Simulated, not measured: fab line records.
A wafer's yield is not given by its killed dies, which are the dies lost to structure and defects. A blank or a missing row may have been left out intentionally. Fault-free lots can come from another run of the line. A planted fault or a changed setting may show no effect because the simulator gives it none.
A lot that was struck, set against a sound lot -- flow n5_finfet -- 23 steps out of a route of 1938
Sound: these wafers, L176.2, L176.3, L176.6. Struck: wafer L161.4. (L161.1, L161.6 of the same lot were not struck and are left out.) The cause comes at the end.
For every step that has rows: the tool of each side, followed by ch and its chambers, followed by its first start. Under that, the readings that differ: sound wafers -- struck wafers -- difference of the means -- sigmas: that difference in standard deviations of wafers without a fault.
alike: same words and numbers on both sides, and readings whose means sit less than 2 such deviations apart. not compared: any withheld reading, any reading some wafer has no value for, any bound like >300 that may hide the same value, and any number with overlapping values for which the record gives no deviation.
The two part at a step that has a row with sigmas, a row that says differs or no value, or rows on one side only. Numbers that don't overlap but have no deviation are shown without sigmas and don't part them. A reading missing from all wafers of one side parts the sides only when that side holds two or more wafers.

first, 8 steps without rows for these wafers: N5_BEOL_M3_ECD_50 (material Cu, target thk 300 nm); N5_BEOL_M3_ANNEAL_51 (time 90 s); N5_BEOL_M3_CMP_52 (polishes, stops on SiOC, t overpolish 6.8 s, target thk 40 nm); N5_BEOL_M3_PRE_CLEAN_60 (time 15 s); N5_BEOL_M3_CO_CAP_55 (material Co, precursor CCTBA/H2, target thk 2 nm, time 102.1 s); N5_BEOL_M3_PRE_CLEAN_56 (time 15 s); N5_BEOL_M3_DEP_57 (deposits SiCN from 3MS/NH3, target thk 8 nm, time 14 s); N5_BEOL_M4_ILD_DEP_00 (deposits SiOC from DEMS/O2, target thk 79 nm, time 15.3 s).
N5_BEOL_M4_PECVD_72: deposits SiO2 from TEOS/O2, target thk 16 nm, time 18 s.
  sound on pecvd-01 ch 0,2, day 13 05:35; struck on pecvd-02 ch 1, day 9 08:38
  alike: heater_power_w, showerhead_plenum_p_Torr, throttle_valve_pct
then, 10 steps without rows for these wafers: N5_BEOL_M4_HM_DEP_02 (deposits TiN, target thk 20 nm); N5_BEOL_M4_COAT_61 (time 60 s, resist thk 60 nm); N5_BEOL_M4_COAT_62 (time 60 s, resist thk 12 nm); N5_BEOL_M4_COAT_73 (time 60 s, resist thk 5 nm); N5_BEOL_M4_COAT_05 (resist thk 30 nm); N5_BEOL_M4_EBR_07; N5_BEOL_M4_SOFTBAKE_06 (time 60 s); N5_BEOL_M4_EXPOSE_08 (exposes mask M4); N5_BEOL_M4_PEB_09 (peb time 60 s); N5_BEOL_M4_DEVELOP_10 (develop time 30 s).
N5_BEOL_M4_INSPECT_13: inspects for defects (brightfield).
  sound: defect_inspect-02 at day 13 07:16; struck: defect_inspect-01 at day 9 09:31
reading,sound,struck,difference,sigmas
raw_defect_count,333 344 385,1641,+1287,+15
then, 1 step without rows for these wafers: N5_BEOL_M4_DESCUM_16 (chemistry O2, time 7 s).
N5_BEOL_M4_RC_MEAS_101:
  sound on prober-02 ch 0, day 14 12:44; struck on prober-02 ch 0, day 9 15:07
reading,sound,struck,difference,sigmas
DIBL_N (mV/V),35.5 33.4 34.1,40.4,+6.1,+3
DIBL_P (mV/V),35.9 33.9 34.3,39.5,+4.8,+2
IOFF_N (nA/um),0.15 0.11 0.13,0.21,+0.08,+3
IOFF_P (nA/um),0.22 0.20 0.20,0.30,+0.09,+3
VT_N (mV),249 255 253,245,-7,-2
  alike: ION_N, ION_P, SS_N, SS_P, VT_P
-- here the record skips 3 days between the struck wafers' starts before and after, leaving off in module BEOL_M4 and picking up in module PASSIVATION (first step shown: number 1936 of the route) --
N5_PASSIVATION_PROBE_49:
  sound: prober-01 at day 19 00:35; struck: prober-02 at day 13 02:38
reading,sound,struck,difference,sigmas
defect_limited_yield (%),92.4 90.4 93.1,84.4,-7.6,-5
killed_at_M4_up,8 17 18,112,+98,+21
killed_dies,90 113 82,184,+89,+5
killed_on_rim,13 14 13,31,+18,+4
sort_bin_5_function (%),4.7 5.6 4.3,8.9,+4.0,+4
sort_n_pass,1090 1067 1098,996,-89,-5
sort_yield_pct (%),92.4 90.4 93.1,84.4,-7.6,-5
  alike: killed_at_M0_to_M3, killed_at_contacts, killed_at_front_end, killed_at_other, killed_open, killed_short, sort_bin_6_memory, sort_bin_8_speed

## WHERE THEY PART
Last at N5_PASSIVATION_PROBE_49 as far as this record goes, first at N5_BEOL_M4_INSPECT_13.

WHY: the cause the simulator had injected
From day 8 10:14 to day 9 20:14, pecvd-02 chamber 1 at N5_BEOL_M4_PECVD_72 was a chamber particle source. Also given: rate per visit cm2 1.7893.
